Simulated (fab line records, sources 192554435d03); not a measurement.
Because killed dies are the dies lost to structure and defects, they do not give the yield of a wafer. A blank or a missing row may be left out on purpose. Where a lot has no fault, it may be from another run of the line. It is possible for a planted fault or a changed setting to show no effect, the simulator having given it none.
A single fault, viewed from 2 desks || flow n5_finfet || numbers are kept per desk, each desk with only its own; the story behind them comes last

## TOOL OWNER'S DESK, rie_diel-03
The tool's own readings at N5_PASSIVATION_ETCH_54 (etches SiO2 in CHF3/O2, target depth 880 nm, time 440 s): means of the sampled wafers that have a number, for each lot that ran on this tool. Any lot whose mean is over 4 standard deviations away from the usual mean is out of limits and marked OUT; that distance is given in the brackets.
Columns: A = bias_w at N5_PASSIVATION_ETCH_54, usual 170.0 W; B = drypump_motor_current_A at N5_PASSIVATION_ETCH_54, usual 5.7 A; C = oes_product_au at N5_PASSIVATION_ETCH_54, usual 0.80 a.u.; D = rf_vpp_V at N5_PASSIVATION_ETCH_54, usual 523 V; E = showerhead_plenum_p_Torr at N5_PASSIVATION_ETCH_54, usual 2.45 Torr; F = throttle_valve_pct at N5_PASSIVATION_ETCH_54, usual 18.74 %
{"lot": "L721", "first seen here": "day 12 15:19", "A": 169.2, "B": 5.6, "C": 0.85, "D": 510, "E": 2.53, "F": 18.77}
{"lot": "L725", "first seen here": "day 13 11:46", "A": 170.4, "B": 5.7, "C": 0.82, "D": 512, "E": 2.49, "F": 18.93}
{"lot": "L724", "first seen here": "day 13 15:28", "A": 170.3, "B": 5.6, "C": 0.81, "D": 536, "E": 2.46, "F": 18.74}
{"lot": "L726", "first seen here": "day 13 19:52", "A": 170.4, "B": 5.5, "C": 0.81, "D": 531, "E": 2.48, "F": 18.79}
{"lot": "L730", "first seen here": "day 15 05:44", "A": 170.0, "B": 5.7, "C": 0.80, "D": 529, "E": 2.47, "F": 18.66}
{"lot": "L736", "first seen here": "day 16 11:54", "A": "160.4 (-20) OUT", "B": 5.8, "C": 0.77, "D": 500, "E": 2.45, "F": 18.99}
{"lot": "L738", "first seen here": "day 17 02:25", "A": "161.0 (-19) OUT", "B": 5.6, "C": 0.78, "D": 497, "E": 2.48, "F": 18.67}
This desk's verdict: out of limits on L736, L738, starting with L736 at day 16 11:54 (bias_w at N5_PASSIVATION_ETCH_54). Within limits: L721, L725, L724, L726, L730.

## THE DEFECT DESK
Lot by lot, what the route's inspections counted, given as the mean of those sampled wafers with a number. Any lot whose mean is over 4 standard deviations away from the usual mean is out of limits and marked OUT; that distance is given in the brackets.
Columns: A = raw_defect_count at N5_PASSIVATION_INSPECT_67, usual 2.2
{"lot": "L720", "first seen here": "day 12 05:16", "A": 3.0}
{"lot": "L721", "first seen here": "day 12 15:01", "A": 2.5}
{"lot": "L719", "first seen here": "day 12 15:06", "A": 2.0}
{"lot": "L722", "first seen here": "day 13 08:15", "A": 1.7}
{"lot": "L725", "first seen here": "day 13 11:02", "A": 1.3}
{"lot": "L724", "first seen here": "day 13 15:10", "A": 2.3}
{"lot": "L726", "first seen here": "day 13 19:14", "A": 1.5}
{"lot": "L727", "first seen here": "day 14 12:02", "A": 1.0}
{"lot": "L730", "first seen here": "day 15 04:52", "A": 2.5}
{"lot": "L732", "first seen here": "day 15 12:59", "A": 1.0}
{"lot": "L736", "first seen here": "day 16 11:36", "A": 1.0}
{"lot": "L738", "first seen here": "day 17 01:52", "A": 2.0}
{"lot": "L741", "first seen here": "day 18 06:12", "A": 2.0}
Finding of this desk: none of the 13 lots has anything out of limits.

## ALL TOGETHER
At day 16 11:54, on L736, L738, the tool owner's desk was in a position to raise an alarm.
Nothing out of limits was seen by the defect desk.
The defect desk has L736, L738 on record, within its limits.
Of the lots named, all ran N5_PASSIVATION_ETCH_54 on rie_diel-03.

## WHAT THE SIMULATOR PUT IN
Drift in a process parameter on rie_diel-03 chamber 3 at N5_PASSIVATION_ETCH_54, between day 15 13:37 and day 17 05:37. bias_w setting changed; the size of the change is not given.
Lots struck among those shown: L736, L738.
Each desk's first reading out of limits, in hours after the fault started: the tool owner's desk, 22.
